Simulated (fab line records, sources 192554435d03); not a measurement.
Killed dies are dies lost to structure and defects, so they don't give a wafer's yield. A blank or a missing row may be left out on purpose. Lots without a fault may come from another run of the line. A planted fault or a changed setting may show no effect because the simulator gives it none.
Which tool did it? | flow n5_finfet | 24 lots, 72 wafers sampled, at 5 steps of a route of 1938

WHAT THE GAUGES READ, wafer by wafer
N5_BEOL_M3_RS_MEAS_58: measures by four-point-probe. Usual: M3_RS 0.657 ohm/sq, standard deviation 0.03.
lot  | measured     | on            | M3_RS (ohm/sq)    | flag
L075 | day 9 04:41  | film_metro-02 | 0.698 0.686 0.653 |
L076 | day 10 01:25 | film_metro-02 | 0.664 0.636 0.656 |
L074 | day 9 23:05  | film_metro-01 | 0.699 0.710 0.661 |
L077 | day 10 12:07 | film_metro-01 | 0.677 0.593 0.632 |
L078 | day 10 20:15 | film_metro-02 | 0.630 0.656 0.620 |
L083 | day 11 09:40 | film_metro-02 | 0.701 0.658 0.662 |
L079 | day 11 12:59 | film_metro-01 | 0.663 0.682 0.664 |
L081 | day 11 20:13 | film_metro-01 | 0.635 0.607 0.622 |
L084 | day 12 03:58 | film_metro-01 | 0.633 0.629 0.645 |
L085 | day 12 07:19 | film_metro-01 | 0.631 0.634 0.649 |
L082 | day 12 09:30 | film_metro-02 | 0.672 0.687 0.651 |
L080 | day 12 11:55 | film_metro-02 | 0.697 0.662 0.635 |
L087 | day 12 18:23 | film_metro-02 | 0.662 0.624 0.619 |
L086 | day 13 07:41 | film_metro-01 | 0.638 0.668 0.659 |
L089 | day 13 09:35 | film_metro-02 | 0.716 0.665 0.625 |
L088 | day 13 10:56 | film_metro-01 | 0.705 0.654 0.630 |
L093 | day 13 12:04 | film_metro-02 | 0.699 0.711 0.662 |
L090 | day 13 15:15 | film_metro-02 | 0.676 0.660 0.652 |
L092 | day 13 20:29 | film_metro-01 | 0.680 0.696 0.667 |
L091 | day 14 01:28 | film_metro-01 | 0.635 0.714 0.652 |
L094 | day 14 08:12 | film_metro-01 | 0.656 0.661 0.673 |
L095 | day 14 12:28 | film_metro-01 | 0.712 0.675 0.673 |
L097 | day 14 14:18 | film_metro-01 | 0.627 0.654 0.612 |
L096 | day 14 17:59 | film_metro-02 | 0.662 0.605 0.625 |

N5_BEOL_M3_INSPECT_59: inspects for defects (darkfield). Usual: raw_defect_count 72, standard deviation 27.
lot  | measured     | on                | raw_defect_count | flag
L075 | day 9 04:43  | defect_inspect-01 | 102 87 68        |
L076 | day 10 01:26 | defect_inspect-02 | 49 70 37         |
L074 | day 9 23:06  | defect_inspect-02 | 97 134 117       |
L077 | day 10 12:08 | defect_inspect-01 | 79 100 41        |
L078 | day 10 20:17 | defect_inspect-01 | 58 57 63         |
L083 | day 11 09:41 | defect_inspect-02 | 103 63 84        |
L079 | day 11 13:01 | defect_inspect-01 | 83 53 57         |
L081 | day 11 20:14 | defect_inspect-02 | 54 58 58         |
L084 | day 12 03:59 | defect_inspect-02 | 130 68 65        |
L085 | day 12 07:20 | defect_inspect-01 | 77 66 64         |
L082 | day 12 09:32 | defect_inspect-02 | 87 62 54         |
L080 | day 12 11:57 | defect_inspect-02 | 38 53 37         |
L087 | day 12 18:24 | defect_inspect-02 | 104 53 80        |
L086 | day 13 07:43 | defect_inspect-01 | 168 117 90       |
L089 | day 13 09:37 | defect_inspect-02 | 32 44 48         |
L088 | day 13 10:58 | defect_inspect-01 | 72 63 60         |
L093 | day 13 12:05 | defect_inspect-02 | 94 85 95         |
L090 | day 13 15:16 | defect_inspect-02 | 65 43 45         |
L092 | day 13 20:31 | defect_inspect-01 | 53 59 84         |
L091 | day 14 01:29 | defect_inspect-02 | 119 90 92        |
L094 | day 14 08:14 | defect_inspect-02 | 111 71 51        |
L095 | day 14 12:29 | defect_inspect-02 | 54 77 74         |
L097 | day 14 14:20 | defect_inspect-02 | 66 60 38         |
L096 | day 14 18:01 | defect_inspect-01 | 51 67 45         |

WHICH TOOL RAN EACH LOT (tool, then ch and the chambers of the sampled wafers, then the start)
lot  | N5_BEOL_M3_TRENCH_ETCH_37                     | N5_BEOL_M3_SPUTTER_79        | N5_BEOL_M3_ANNEAL_51
L075 | rie_diel-02 ch 0,1,2, day 9 02:06 or earlier  | pvd_sputter-02, day 9 02:06  | rtp_anneal-02 ch 0, day 9 03:50
L076 | rie_diel-02 ch 1,2,3, day 9 18:01 or earlier  | pvd_sputter-01, day 9 18:01  | rtp_anneal-01 ch 0, day 10 00:32
L074 | rie_diel-06 ch 0,1,2, day 9 20:29 or earlier  | pvd_sputter-02, day 9 20:29  | rtp_anneal-01 ch 0, day 9 22:13
L077 | rie_diel-06 ch 0,3, day 10 09:30 or earlier   | pvd_sputter-01, day 10 09:30 | rtp_anneal-02 ch 0, day 10 11:17
L078 | rie_diel-02 ch 0,1,3, day 10 17:40 or earlier | pvd_sputter-02, day 10 17:40 | rtp_anneal-02 ch 0, day 10 19:27
L083 | rie_diel-02 ch 0,2,3, day 11 07:05 or earlier | pvd_sputter-03, day 11 07:05 | rtp_anneal-01 ch 0, day 11 08:49
L079 | rie_diel-02 ch 0,1,2, day 11 10:24 or earlier | pvd_sputter-03, day 11 10:24 | rtp_anneal-01 ch 0, day 11 12:08
L081 | rie_diel-02 ch 0,2,3, day 11 17:37 or earlier | pvd_sputter-03, day 11 17:37 | rtp_anneal-01 ch 0, day 11 19:29
L084 | rie_diel-02 ch 1,2, day 12 01:11 or earlier   | pvd_sputter-01, day 12 01:11 | rtp_anneal-02 ch 0, day 12 03:00
L085 | rie_diel-02 ch 0,2,3, day 12 04:43 or earlier | pvd_sputter-01, day 12 04:43 | rtp_anneal-02 ch 0, day 12 06:35
L082 | rie_diel-06 ch 2,3, day 12 06:33 or earlier   | pvd_sputter-01, day 12 06:33 | rtp_anneal-01 ch 0, day 12 08:20
L080 | rie_diel-06 ch 1,2, day 12 09:11 or earlier   | pvd_sputter-03, day 12 09:11 | rtp_anneal-02 ch 0, day 12 10:57
L087 | rie_diel-05 ch 0,2,3, day 12 15:43 or earlier | pvd_sputter-01, day 12 15:43 | rtp_anneal-01 ch 0, day 12 17:29
L086 | rie_diel-06 ch 0,2, day 13 05:05 or earlier   | pvd_sputter-01, day 13 05:05 | rtp_anneal-02 ch 0, day 13 06:54
L089 | rie_diel-06 ch 0,3, day 13 06:55 or earlier   | pvd_sputter-01, day 13 06:55 | rtp_anneal-01 ch 0, day 13 08:47
L088 | rie_diel-05 ch 0,2,3, day 13 08:21 or earlier | pvd_sputter-02, day 13 08:21 | rtp_anneal-01 ch 0, day 13 10:10
L093 | rie_diel-02 ch 1,2,3, day 13 09:29 or earlier | pvd_sputter-03, day 13 09:29 | rtp_anneal-02 ch 0, day 13 11:13
L090 | rie_diel-05 ch 0,2, day 13 12:40 or earlier   | pvd_sputter-03, day 13 12:40 | rtp_anneal-02 ch 0, day 13 14:24
L092 | rie_diel-05 ch 0,1, day 13 17:54 or earlier   | pvd_sputter-01, day 13 17:54 | rtp_anneal-02 ch 0, day 13 19:44
L091 | rie_diel-06 ch 1,3, day 13 22:43 or earlier   | pvd_sputter-01, day 13 22:43 | rtp_anneal-02 ch 0, day 14 00:37
L094 | rie_diel-02 ch 1,2,3, day 14 05:37 or earlier | pvd_sputter-01, day 14 05:37 | rtp_anneal-02 ch 0, day 14 07:24
L095 | rie_diel-02 ch 1,2,3, day 14 09:53 or earlier | pvd_sputter-03, day 14 09:53 | rtp_anneal-02 ch 0, day 14 11:40
L097 | rie_diel-05 ch 0,1,3, day 14 11:43 or earlier | pvd_sputter-03, day 14 11:43 | rtp_anneal-02 ch 0, day 14 13:30
L096 | rie_diel-06 ch 0,1, day 14 15:23 or earlier   | pvd_sputter-02, day 14 15:23 | rtp_anneal-01 ch 0, day 14 17:08
- N5_BEOL_M3_TRENCH_ETCH_37: etches SiOC in C4F6/O2, target depth 55.555 nm, time 29.2 s.
- N5_BEOL_M3_SPUTTER_79: material Cu, target thk 4.5 nm, time 8.29 s.
- N5_BEOL_M3_ANNEAL_51: time 90 s.

WHAT THE TOOLS THEMSELVES READ (means of the sampled wafers that have a number; where no wafer has one, the mark that the record gives instead)
N5_BEOL_M3_TRENCH_ETCH_37. Usual: drypump_motor_current_A 5.6 A, standard deviation 0.35; oes_product_au 0.79 a.u., standard deviation 0.093; rf_vpp_V 666 V, standard deviation 8.5; showerhead_plenum_p_Torr 2.82 Torr, standard deviation 0.11; throttle_valve_pct 20.88 %, standard deviation 0.25.
lot  | tool        | drypump_motor_current_A (A) | oes_product_au (a.u.) | rf_vpp_V (V) | showerhead_plenum_p_Torr (Torr) | throttle_valve_pct (%) | flag
L075 | rie_diel-02 | 5.7                         | 0.82                  | 674          | 2.95                            | 20.65                  |
L076 | rie_diel-02 | 5.7                         | 0.83                  | 667          | 2.84                            | 20.70                  |
L074 | rie_diel-06 | 5.9                         | 0.77                  | 661          | 2.74                            | 20.92                  |
L077 | rie_diel-06 | 5.8                         | 0.70                  | 667          | 2.79                            | 21.30                  |
L078 | rie_diel-02 | 5.3                         | 0.82                  | 666          | 2.83                            | 20.74                  |
L083 | rie_diel-02 | 5.5                         | 0.76                  | 671          | 2.85                            | 20.68                  |
L079 | rie_diel-02 | 5.7                         | 0.79                  | 674          | 2.94                            | 20.66                  |
L081 | rie_diel-02 | 5.4                         | 0.76                  | 671          | 2.85                            | 20.68                  |
L084 | rie_diel-02 | 6.0                         | 0.80                  | 674          | 2.94                            | 20.63                  |
L085 | rie_diel-02 | 5.4                         | 0.75                  | 670          | 2.85                            | 20.69                  |
L082 | rie_diel-06 | 5.9                         | 0.66                  | 665          | 2.74                            | 21.00                  |
L080 | rie_diel-06 | 5.8                         | 0.81                  | 657          | 2.75                            | 20.88                  |
L087 | rie_diel-05 | 5.6                         | 0.87                  | 668          | 2.81                            | 21.09                  |
L086 | rie_diel-06 | 6.0                         | 0.68                  | 663          | 2.70                            | 20.92                  |
L089 | rie_diel-06 | 5.8                         | 0.68                  | 667          | 2.78                            | 21.31                  |
L088 | rie_diel-05 | 5.6                         | 0.87                  | 667          | 2.81                            | 21.10                  |
L093 | rie_diel-02 | 5.7                         | 0.80                  | 667          | 2.83                            | 20.73                  |
L090 | rie_diel-05 | 5.7                         | 0.86                  | 671          | 2.78                            | 21.09                  |
L092 | rie_diel-05 | 5.5                         | 0.78                  | 663          | 2.81                            | 20.80                  |
L091 | rie_diel-06 | 5.6                         | 0.80                  | 660          | 2.79                            | 21.10                  |
L094 | rie_diel-02 | 5.7                         | 0.79                  | 666          | 2.83                            | 20.73                  |
L095 | rie_diel-02 | 5.7                         | 0.79                  | 666          | 2.83                            | 20.74                  |
L097 | rie_diel-05 | 5.7                         | 0.85                  | 668          | 2.84                            | 20.89                  |
L096 | rie_diel-06 | 5.8                         | 0.75                  | 661          | 2.72                            | 21.06                  |

N5_BEOL_M3_SPUTTER_79. Usual: substrate_temp_c -20.00 C, standard deviation 0.092; throttle_valve_pct 30.5 %, standard deviation 0.81.
lot  | tool           | substrate_temp_c (C) | throttle_valve_pct (%) | flag
L075 | pvd_sputter-02 | -19.98               | 30.8                   |
L076 | pvd_sputter-01 | -19.95               | 30.5                   |
L074 | pvd_sputter-02 | -20.05               | 30.2                   |
L077 | pvd_sputter-01 | -20.02               | 31.2                   |
L078 | pvd_sputter-02 | -19.98               | 30.1                   |
L083 | pvd_sputter-03 | -20.00               | 30.2                   |
L079 | pvd_sputter-03 | -20.03               | 30.4                   |
L081 | pvd_sputter-03 | -20.01               | 29.9                   |
L084 | pvd_sputter-01 | -20.03               | 30.4                   |
L085 | pvd_sputter-01 | -20.04               | 31.3                   |
L082 | pvd_sputter-01 | -20.05               | 31.4                   |
L080 | pvd_sputter-03 | -20.06               | 30.3                   |
L087 | pvd_sputter-01 | -20.08               | 29.9                   |
L086 | pvd_sputter-01 | -20.06               | 30.6                   |
L089 | pvd_sputter-01 | -20.02               | 31.3                   |
L088 | pvd_sputter-02 | -19.91               | 30.5                   |
L093 | pvd_sputter-03 | -20.04               | 30.0                   |
L090 | pvd_sputter-03 | -19.95               | 29.8                   |
L092 | pvd_sputter-01 | -19.93               | 29.8                   |
L091 | pvd_sputter-01 | -19.95               | 30.6                   |
L094 | pvd_sputter-01 | -20.07               | 31.3                   |
L095 | pvd_sputter-03 | -19.90               | 30.1                   |
L097 | pvd_sputter-03 | -20.06               | 30.3                   |
L096 | pvd_sputter-02 | -20.01               | 30.7                   |

N5_BEOL_M3_ANNEAL_51. Usual: wafer_temp_C_max 226.4, standard deviation 0.36.
lot  | tool          | wafer_temp_C_max | flag
L075 | rtp_anneal-02 | 226.4            |
L076 | rtp_anneal-01 | 226.1            |
L074 | rtp_anneal-01 | 226.2            |
L077 | rtp_anneal-02 | 226.8            |
L078 | rtp_anneal-02 | 226.6            |
L083 | rtp_anneal-01 | 226.1            |
L079 | rtp_anneal-01 | 226.2            |
L081 | rtp_anneal-01 | 226.1            |
L084 | rtp_anneal-02 | 226.9            |
L085 | rtp_anneal-02 | 226.4            |
L082 | rtp_anneal-01 | 226.1            |
L080 | rtp_anneal-02 | 226.6            |
L087 | rtp_anneal-01 | 226.3            |
L086 | rtp_anneal-02 | 226.5            |
L089 | rtp_anneal-01 | 226.3            |
L088 | rtp_anneal-01 | 226.2            |
L093 | rtp_anneal-02 | 227.2            |
L090 | rtp_anneal-02 | 227.3            |
L092 | rtp_anneal-02 | 226.7            |
L091 | rtp_anneal-02 | 226.6            |
L094 | rtp_anneal-02 | 226.4            |
L095 | rtp_anneal-02 | 226.3            |
L097 | rtp_anneal-02 | 226.6            |
L096 | rtp_anneal-01 | 226.3            |

THE ANSWER, worked out from the rows above alone
Rule: a lot is off if the mean of its wafers that have a number lies more than 3 standard deviations from the usual mean. A lot without any number at a reading at which 4 lots or more have one is off too. The other lots that the step has rows for count as sound. The gauges are gone through in route order, then the tools' own readings, and for those a lot's mean is taken as printed above. The first step at which some lot is off is used, and at that step the reading that is off furthest; a lot without a number counts as furthest.
No lot is off at any reading shown: from this, nothing can be told.

WHAT THE SIMULATOR HAD PUT IN
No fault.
